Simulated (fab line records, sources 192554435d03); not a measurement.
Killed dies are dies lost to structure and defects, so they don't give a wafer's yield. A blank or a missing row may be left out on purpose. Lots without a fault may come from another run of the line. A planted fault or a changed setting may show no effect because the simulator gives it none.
Split-lot experiment | flow n5_finfet | 7 lots, 21 wafers read, on a route of 1938 steps

THE SPLIT
At N5_STI_FIN_REVEAL_ETCHBACK_08 (etches SiO2 in C4F6/O2, target depth 30.5 nm, time 10.167 s), the setting time_s was moved away from the recipe's 10.167 s on 7 of the 21 wafers read, by -17.9% to +16.6%. The other wafers ran this setting at the recipe's value.

FROM THE SPLIT TO THE READING: what the file shows between them, 3 steps
- N5_STI_FIN_REVEAL_STRIP_24: strips in N2/H2, time 90 s
- N5_STI_FIN_REVEAL_PRECLEAN_25: cleans in SPM, time 90 s
- N5_STI_FIN_REVEAL_SRD_23: time 30 s

THE READING
trench_depth_nm, in nm, at N5_STI_FIN_REVEAL_FIN_H_MEAS_10. Fault-free wafers of this fab line usually give 52.0 nm, standard deviation 0.86 nm.

wafer  | tool, chamber at the split | time_s as run, s | against the recipe | trench_depth_nm, nm | against lot-mates on the recipe
L075.2 | rie_diel-03, 1,0,3         | 10.167           | recipe             | 52.3                | -
L075.4 | rie_diel-03, 1,0,3         | 10.167           | recipe             | 52.6                | -
L075.6 | rie_diel-03, 1,0,3         | 10.167           | recipe             | 52.2                | -
L078.1 | rie_diel-04, 2             | 10.167           | recipe             | 52.1                | -
L078.4 | rie_diel-04, 0             | 9.172            | -9.8%              | 49.1                | -3.0
L078.6 | rie_diel-04, 0             | 9.172            | -9.8%              | 49.4                | -2.7
L082.2 | rie_diel-03, 0,1,0         | 8.35             | -17.9%             | 47.1                | no lot-mate on the recipe
L082.3 | rie_diel-03, 0,1,0         | 8.35             | -17.9%             | 46.6                | no lot-mate on the recipe
L082.6 | rie_diel-03, 0,1,0         | 8.35             | -17.9%             | 46.7                | no lot-mate on the recipe
L084.1 | rie_diel-03, 1,3,0         | 10.167           | recipe             | 51.9                | -
L084.2 | rie_diel-03, 1,3,0         | 10.167           | recipe             | 51.0                | -
L084.3 | rie_diel-03, 1,3,0         | 10.167           | recipe             | 52.9                | -
L087.4 | rie_diel-06, 0,2,3         | 10.167           | recipe             | 51.9                | -
L087.5 | rie_diel-06, 0,2,3         | 10.167           | recipe             | 52.2                | -
L087.6 | rie_diel-06, 0,2,3         | 10.167           | recipe             | 51.1                | -
L093.2 | rie_diel-03, 0,1,3         | 10.167           | recipe             | 52.1                | -
L093.4 | rie_diel-03, 0,1,3         | 10.167           | recipe             | 51.2                | -
L093.5 | rie_diel-03, 0,1,3         | 10.167           | recipe             | 53.7                | -
L096.1 | rie_diel-06, 3,0           | 11.85            | +16.6%             | 56.2                | +5.5
L096.4 | rie_diel-06, 3,0           | 11.85            | +16.6%             | 56.4                | +5.7
L096.5 | rie_diel-06, 0             | 10.167           | recipe             | 50.7                | -
Where a row lists several chambers, the file gives one row for several wafers and doesn't say which wafer went through which chamber.

THE FIT
A straight line over all 21 wafers: trench_depth_nm changes by +0.278 nm for each +1% of time_s; r = +0.97; the points scatter about the line by 0.68 nm.
The same after taking each lot's own level away (the mean of its wafers on the recipe; 18 wafers): +0.325 nm for each +1%; r = +0.96; scatter 0.62 nm.
On that fit, the largest move of time_s shifts the reading by 5.8 nm.
The lots' own levels span 50.70 to 52.37 nm, that is 1.9 times the standard deviation above.
So the lot-to-lot level changes the slope: the two fits differ.
Check: with one of the wafers moved furthest among these (+16.6%) left out of the fit, the line predicts +5.4 nm for it against its lot-mates. It came out at +5.5 nm against them.

OTHER SPLITS ON THESE WAFERS
These wafers also went through other splits before the reading. Each is held against what the fit with the lots' levels taken away leaves over:
other split on the same wafers  | wafers away from the commonest value | r with trench_depth_nm (lot level and that fit taken away)
N5_ZERO_LAYER_COAT_05 spin_rpm  | 7                                    | -0.19
N5_ZERO_LAYER_EXPOSE_08 dose_mj | 2                                    | -0.09
N5_WELL_APT_COAT_02 spin_rpm    | 8                                    | +0.02

THE FILE'S OWN FIT
trench_depth_nm changes by +0.326 nm for each +1% of time_s, r = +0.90.
